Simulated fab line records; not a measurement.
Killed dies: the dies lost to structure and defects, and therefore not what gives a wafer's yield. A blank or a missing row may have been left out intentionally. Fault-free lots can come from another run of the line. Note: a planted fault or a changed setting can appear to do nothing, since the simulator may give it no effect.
fab line records | flow n5Finfet | part 2 of 2: steps 25 to 35 of 35
record lots=5 | wafers=15 | lastDay=18
route steps=1938 shown ZERO_LAYER@3 WELL_APT@20
lots that met no fault: from a run of the same line without faults
startH: hours from the record's opening day to when the first of the lot's shown wafers began | waitH: time in hours since the lot's previous step | " repeats the value in the row above | L1.1+2: one row covering several wafers at once | - no value, or no start was given | * or withheld: withheld | < > ~ a bound
route shown NAME@n: a module of which the file shows steps, and the number in the route of the first | usual: the fault-free wafers' mean and standard deviation | same: alike in all rows | chamber/n: place in a boat | sites: each site's reading | _std_site: standard deviation of those values | _edge_site: outer sites' mean less inner sites' | radiusMm: for every site, how far away it sits from the centre of the wafer | mask NAME#n: copy n | behind: the tool/chamber that last shaped the wafer | hold: why the lot was held/for how many hours/how that ended | device: transistor that didn't switch, given as n, p or np | end of line: tests of these same wafers at the route's end | a step given without rows: its recipe and nothing more | killed: dies lost to structure and defects at the first sort, not the wafer's yield | map: the dies of a wafer, with x for killed, . for not killed, _ for no die there
set.NAME: the setting as run; set.NAME@STEP: as run at that earlier step | model.NAME: the simulator's own value behind a step, which no gauge read
a table for each step, a row for each wafer; lots at some steps of the route
services: the hour from which a tool's chamber was out of use, counted from the record's first day as startH (under 0 if before that day), plus the number of hours and why
## steps
# step N5_WELL_APT_HARDBAKE_12
# recipe tempC=130 | timeS=120
# usual heaterPowerTotalW=148.2/0.89
lot.wafer | tool          | chamber | startH | waitH | heaterPowerTotalW
L081.1    | lithoTrack-05 | 0       | -      | -     | 146.5
L081.2    | "             | 0       | "      | "     | 146.4
L081.3    | "             | 0       | "      | "     | 148.7
L083.1    | lithoTrack-03 | 0       | -      | -     | 148.0
L083.3    | "             | 0       | "      | "     | 147.1
L083.5    | "             | 0       | "      | "     | 148.1
L085.2    | lithoTrack-05 | 0       | -      | -     | 148.7
L085.4    | "             | 0       | "      | "     | 148.1
L085.6    | "             | 0       | "      | "     | 148.5
L092.2    | lithoTrack-03 | 0       | -      | -     | 149.3
L092.5    | "             | 0       | "      | "     | 147.4
L092.6    | "             | 0       | "      | "     | 149.2
L096.2    | lithoTrack-04 | 0       | -      | -     | 149.1
L096.3    | "             | 0       | "      | "     | 147.4
L096.4    | "             | 0       | "      | "     | 148.5
# step N5_WELL_APT_CD_MEAS_08
# recipe targetCdNm=200 | landingEnergyEv=500 | detector=seInlens
# usual cdNm=199.7/1.9
lot.wafer | tool     | chamber | startH | waitH | cdNm
L081.1    | cdSem-02 | 0       | 55.68  | -     | 202.1
L081.2    | "        | 0       | "      | "     | 202.4
L081.3    | "        | 0       | "      | "     | 202.7
L083.1    | cdSem-03 | 0       | 67.70  | -     | 202.4
L083.3    | "        | 0       | "      | "     | 197.4
L083.5    | "        | 0       | "      | "     | 200.0
L085.2    | cdSem-02 | 0       | 79.81  | -     | 199.3
L085.4    | "        | 0       | "      | "     | 196.3
L085.6    | "        | 0       | "      | "     | 200.1
L092.2    | cdSem-03 | 0       | 121.60 | -     | 201.7
L092.5    | "        | 0       | "      | "     | 198.0
L092.6    | "        | 0       | "      | "     | 200.5
L096.2    | cdSem-02 | 0       | 145.91 | -     | 202.9
L096.3    | "        | 0       | "      | "     | 198.4
L096.4    | "        | 0       | "      | "     | 199.0
# step N5_WELL_APT_OVL_MEAS_09
# recipe pointsPerWafer=44
# usual NWELL_OVL=-1/6
lot.wafer | tool       | chamber | startH | waitH | NWELL_OVL[nm]
L081.1    | overlay-02 | 0       | 55.71  | 0.0   | -1
L081.2    | "          | 0       | "      | "     | 9
L081.3    | "          | 0       | "      | "     | -5
L083.1    | overlay-01 | 0       | 67.73  | 0.0   | -7
L083.3    | "          | 0       | "      | "     | -5
L083.5    | "          | 0       | "      | "     | -7
L085.2    | overlay-01 | 0       | 79.84  | 0.0   | 3
L085.4    | "          | 0       | "      | "     | 5
L085.6    | "          | 0       | "      | "     | 6
L092.2    | overlay-01 | 0       | 121.63 | 0.0   | -4
L092.5    | "          | 0       | "      | "     | 8
L092.6    | "          | 0       | "      | "     | -4
L096.2    | overlay-02 | 0       | 145.94 | 0.0   | 8
L096.3    | "          | 0       | "      | "     | -1
L096.4    | "          | 0       | "      | "     | 1
# step N5_WELL_APT_INSPECT_10
# recipe mode=adi | inspectInstrument=macro
# usual rawDefectCount=1.8/1.4
lot.wafer | tool             | chamber | startH | waitH | rawDefectCount
L081.1    | defectInspect-01 | -       | 55.74  | 0.0   | 2
L081.2    | "                | -       | "      | "     | 3
L081.3    | "                | -       | "      | "     | 3
L083.1    | defectInspect-02 | -       | 67.76  | 0.0   | 0
L083.3    | "                | -       | "      | "     | 2
L083.5    | "                | -       | "      | "     | 4
L085.2    | defectInspect-02 | -       | 79.87  | 0.0   | 1
L085.4    | "                | -       | "      | "     | 4
L085.6    | "                | -       | "      | "     | 2
L092.2    | defectInspect-01 | -       | 121.65 | 0.0   | 3
L092.5    | "                | -       | "      | "     | 2
L092.6    | "                | -       | "      | "     | 2
L096.2    | defectInspect-02 | -       | 145.97 | 0.0   | 2
L096.3    | "                | -       | "      | "     | 0
L096.4    | "                | -       | "      | "     | 3
# step N5_WELL_APT_DESCUM_13
# recipe chemistry=O2 | timeS=7.9 | sourcePowerW=50 | biasPowerW=20 | pressureMtorr=20 | rfFrequencyHz=2.712e+07 | tempC=40 | o2FlowSccm=225
# usual biasPowerW=20.00/0.063 | drypumpMotorCurrentA=5.7/0.46 | oesProductAu=0.78/0.083 | rfVppV=242.9/1.4 | showerheadPlenumPTorr=2.07/0.08 | throttleValvePct=20.47/0.25
lot.wafer | tool       | chamber | startH | waitH | biasPowerW | drypumpMotorCurrentA | oesProductAu | rfHoursCounterH | rfVppV | showerheadPlenumPTorr | throttleValvePct
L081.1    | rieDiel-02 | 3       | 55.99  | 0.2   | 20.06      | 6.4                  | 0.86         | 35              | 244.0  | 2.12                  | 20.08
L081.2    | "          | 0       | "      | "     | 20.05      | 5.1                  | 0.74         | 170             | 241.6  | 1.98                  | 20.53
L081.3    | "          | 2       | "      | "     | 19.92      | 5.3                  | 0.69         | 243             | 241.8  | 1.97                  | 20.83
L083.1    | rieDiel-02 | 0       | 67.89  | 0.1   | 20.01      | 5.0                  | 0.74         | 176             | 242.6  | 1.98                  | 20.52
L083.3    | "          | 2       | "      | "     | 19.99      | 5.3                  | 0.69         | 249             | 240.5  | 1.97                  | 20.81
L083.5    | "          | 2       | "      | "     | 19.99      | 5.3                  | 0.69         | -               | 241.2  | 1.97                  | 20.82
L085.2    | rieDiel-01 | 2       | 79.90  | 0.0   | 20.05      | 5.1                  | 0.96         | 10              | 243.0  | 2.07                  | 20.25
L085.4    | "          | 1       | "      | "     | 20.00      | 6.1                  | 0.78         | 149             | 241.6  | 2.10                  | 20.45
L085.6    | "          | 1       | "      | "     | 20.00      | 6.1                  | 0.79         | -               | 243.6  | 2.10                  | 20.44
L092.2    | rieDiel-02 | 3       | 121.68 | 0.0   | 20.04      | 6.4                  | 0.83         | 65              | 243.6  | 2.11                  | 20.15
L092.5    | "          | 3       | "      | "     | 20.04      | 6.4                  | 0.83         | -               | 241.9  | 2.11                  | 20.16
L092.6    | "          | 2       | "      | "     | 19.93      | 5.3                  | 0.95         | -               | 246.1  | 2.23                  | 20.42
L096.2    | rieDiel-01 | 1       | 146.13 | 0.2   | 20.01      | 6.1                  | 0.76         | 174             | 243.8  | 2.09                  | 20.45
L096.3    | "          | 3       | "      | "     | 20.09      | 5.7                  | 0.70         | 193             | 243.8  | 2.17                  | 20.96
L096.4    | "          | 3       | "      | "     | 20.03      | 5.8                  | 0.71         | -               | 245.4  | 2.17                  | 20.97
# step N5_WELL_APT_IMPLANT_14
# recipe species=P | energyKev=160 | doseCm2=1.5e+13 | tiltDeg=0 | rotationDeg=0
# usual rotationDeg=0.002/0.019
lot.wafer | tool         | chamber | startH | waitH | rotationDeg
L081.1    | implanter-01 | 0       | 56.09  | 0.1   | -0.020
L081.2    | "            | 0       | "      | "     | -0.015
L081.3    | "            | 0       | "      | "     | -0.013
L083.1    | implanter-01 | 0       | 67.99  | 0.1   | 0.030
L083.3    | "            | 0       | "      | "     | 0.011
L083.5    | "            | 0       | "      | "     | 0.009
L085.2    | implanter-02 | 0       | 80.03  | 0.1   | -0.001
L085.4    | "            | 0       | "      | "     | -0.002
L085.6    | "            | 0       | "      | "     | -0.018
L092.2    | implanter-01 | 0       | 121.82 | 0.1   | -0.039
L092.5    | "            | 0       | "      | "     | -0.031
L092.6    | "            | 0       | "      | "     | 0.007
L096.2    | implanter-01 | 0       | 146.25 | 0.1   | 0.027
L096.3    | "            | 0       | "      | "     | 0.001
L096.4    | "            | 0       | "      | "     | -0.022
# step N5_WELL_APT_IMPLANT_15
# recipe species=As | energyKev=25 | doseCm2=1.5e+13 | tiltDeg=0 | rotationDeg=0
# usual rotationDeg=0.001/0.019
lot.wafer | tool         | chamber | startH | waitH | rotationDeg
L081.1    | implanter-01 | 0       | 56.27  | 0.1   | -0.013
L081.2    | "            | 0       | "      | "     | 0.007
L081.3    | "            | 0       | "      | "     | -0.031
L083.1    | implanter-01 | 0       | 68.17  | 0.1   | -0.006
L083.3    | "            | 0       | "      | "     | 0.002
L083.5    | "            | 0       | "      | "     | -0.038
L085.2    | implanter-02 | 0       | 80.21  | 0.1   | -0.017
L085.4    | "            | 0       | "      | "     | -0.006
L085.6    | "            | 0       | "      | "     | -0.008
L092.2    | implanter-01 | 0       | 122.00 | 0.1   | -0.018
L092.5    | "            | 0       | "      | "     | -0.036
L092.6    | "            | 0       | "      | "     | -0.035
L096.2    | implanter-01 | 0       | 146.43 | 0.1   | -0.006
L096.3    | "            | 0       | "      | "     | -0.019
L096.4    | "            | 0       | "      | "     | -0.023
# step N5_WELL_APT_STRIP_16
# recipe chemistry=SPM | timeS=900 | tempC=130 | h2so4H2o2VolRatio=4 | dry=ipaMarangoni
lot.wafer  | tool        | chamber | startH | waitH
L081.1+2+3 | wetBench-01 | 4,6,2   | 56.47  | 0.2
L083.1+3+5 | wetBench-01 | 7,0,3   | 68.37  | 0.2
L085.2+4+6 | wetBench-02 | 7,1,5   | 80.38  | 0.1
L092.2+5+6 | wetBench-01 | 7,2,3   | 122.18 | 0.1
L096.2+3+4 | wetBench-01 | 2,0,6   | 146.61 | 0.1
# step N5_WELL_APT_HMDS_18
# recipe timeS=60 | tempC=120
# usual heaterPowerTotalW=197.0/2
lot.wafer | tool          | chamber | startH | waitH | heaterPowerTotalW
L081.1    | lithoTrack-03 | 0       | 56.75  | 0.0   | 196.5
L081.2    | "             | 0       | "      | "     | 197.2
L081.3    | "             | 0       | "      | "     | 194.5
L083.1    | lithoTrack-04 | 0       | 68.65  | 0.0   | 199.7
L083.3    | "             | 0       | "      | "     | 196.4
L083.5    | "             | 0       | "      | "     | 195.3
L085.2    | lithoTrack-05 | 0       | 80.66  | 0.0   | 193.9
L085.4    | "             | 0       | "      | "     | 199.8
L085.6    | "             | 0       | "      | "     | 199.7
L092.2    | lithoTrack-05 | 0       | 122.45 | 0.0   | 194.6
L092.5    | "             | 0       | "      | "     | 197.8
L092.6    | "             | 0       | "      | "     | 197.7
L096.2    | lithoTrack-04 | 0       | 146.89 | 0.0   | 195.4
L096.3    | "             | 0       | "      | "     | 199.7
L096.4    | "             | 0       | "      | "     | 195.5
# step N5_WELL_APT_COAT_19
# recipe spinRpm=1357 | resistThkNm=950
# usual dispensePressureKPa=49.0/1.1
lot.wafer | tool          | chamber | startH | waitH | dispensePressureKPa
L081.1    | lithoTrack-03 | 0       | -      | -     | 50.5
L081.2    | "             | 0       | "      | "     | 50.5
L081.3    | "             | 0       | "      | "     | 50.6
L083.1    | lithoTrack-04 | 0       | -      | -     | 47.7
L083.3    | "             | 0       | "      | "     | 47.7
L083.5    | "             | 0       | "      | "     | 47.7
L085.2    | lithoTrack-05 | 0       | -      | -     | 49.7
L085.4    | "             | 0       | "      | "     | 49.7
L085.6    | "             | 0       | "      | "     | 49.7
L092.2    | lithoTrack-05 | 0       | -      | -     | 49.6
L092.5    | "             | 0       | "      | "     | 49.7
L092.6    | "             | 0       | "      | "     | 49.7
L096.2    | lithoTrack-04 | 0       | -      | -     | 47.7
L096.3    | "             | 0       | "      | "     | 47.8
L096.4    | "             | 0       | "      | "     | 47.8
# step N5_WELL_APT_EBR_21
# recipe solvent=PGMEA | ebrWidthMm=1.5
lot.wafer  | tool          | chamber | startH | waitH
L081.1+2+3 | lithoTrack-03 | 0       | -      | -
L083.1+3+5 | lithoTrack-04 | 0       | -      | -
L085.2+4+6 | lithoTrack-05 | 0       | -      | -
L092.2+5+6 | lithoTrack-05 | 0       | -      | -
L096.2+3+4 | lithoTrack-04 | 0       | -      | -
## services
tool          | chamber | startH | hours | kind
implanter-02  | -       | 43.16  | 16.4  | pm
rieDiel-02    | 1       | 43.78  | 50.7  | repair
implanter-01  | -       | 59.71  | 4.8   | repair
krfScanner-01 | -       | 61.12  | 0.8   | pm
krfScanner-02 | -       | 62.89  | 0.5   | repair
lithoTrack-02 | -       | 64.53  | -     | consumableReplace:filter
rieSi-04      | 3       | 66.44  | 4.4   | repair
rieDiel-04    | 1       | 71.14  | 16.1  | repair
rieSi-04      | 3       | 91.53  | 1.4   | repair
rieDiel-06    | 0       | 92.46  | 3.0   | repair
krfScanner-01 | -       | 100.22 | 0.7   | repair
rieSi-04      | 1       | 102.44 | 3.4   | repair
krfScanner-01 | -       | 104.11 | 12.4  | repair
rieDiel-01    | 3       | 110.08 | 4.3   | repair
krfScanner-02 | -       | 116.53 | 1.3   | pm
krfScanner-01 | -       | 117.83 | 1.0   | pm
wetBench-04   | -       | 118.39 | 1.1   | repair
pecvd-02      | 2       | 125.40 | 18.7  | repair
rieDiel-06    | 3       | 129.28 | 3.8   | repair
rieDiel-02    | 3       | 139.10 | 12.7  | repair
rieDiel-04    | 2       | 140.35 | 6.3   | repair
rieDiel-04    | 3       | 142.94 | 15.3  | repair
rieDiel-01    | 0       | 143.26 | 26.3  | repair
rieDiel-04    | -       | 145.57 | 2.8   | pm
